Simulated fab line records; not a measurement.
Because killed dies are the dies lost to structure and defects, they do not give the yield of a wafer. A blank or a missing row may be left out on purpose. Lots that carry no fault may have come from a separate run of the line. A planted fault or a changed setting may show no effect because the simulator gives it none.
Chamber matching ; flow n5Finfet ; N5_BEOL_M0_SAQP_HM_DEP_111 on pecvd-02 has 3 sister chambers
The step deposits SiO2 from SiH4/N2O, target thk 12 nm, time 7.2 s. 6 wafers are shown with their chamber, then 8 later ones without.

WAFERS PAIRED WITH THEIR CHAMBERS
wafer;chamber;showerheadPlenumPTorr (Torr);heaterPowerOuterW (W)
L087.2;2;8.03;476
L087.3;1;8.23;372
L089.1;2;8.03;464
L089.3;0;7.94;469
L089.6;1;8.22;420
L090.3;0;7.94;380

WAFERS WITH NO CHAMBER GIVEN
wafer;showerheadPlenumPTorr (Torr);heaterPowerOuterW (W)
L090.4;7.93;372
L090.6;8.20;425
L093.3;8.21;369
L093.4;7.93;440
L093.6;7.92;433
L094.1;7.93;410
L094.4;8.00;447
L094.6;8.00;433

CHAMBER TAKEN BY EACH
wafer;from the rows above;in truth
L090.4;0;0
L090.6;1;1
L093.3;1;1
L093.4;0;0
L093.6;0;0
L094.1;0;0
L094.4;2;2
L094.6;2;2
Correctly placed: 8 of 8. Number that these rows cannot place: 0. Placed wrongly: 0.
How it was worked out, from the rows above alone: a wafer's distance from a chamber is the root of the sum, over the readings, of the square of ((its reading less the chamber's mean) divided by the reading's scatter). If the next closest chamber is less than 2 further off than the closest, the wafer can't be placed; otherwise it belongs to the closest. For every chamber, the mean is computed from those of its wafers that are shown. The scatter: the root of (the sum of the squares of (reading less its chamber's mean) over the shown wafers, divided by (wafers less chambers)).
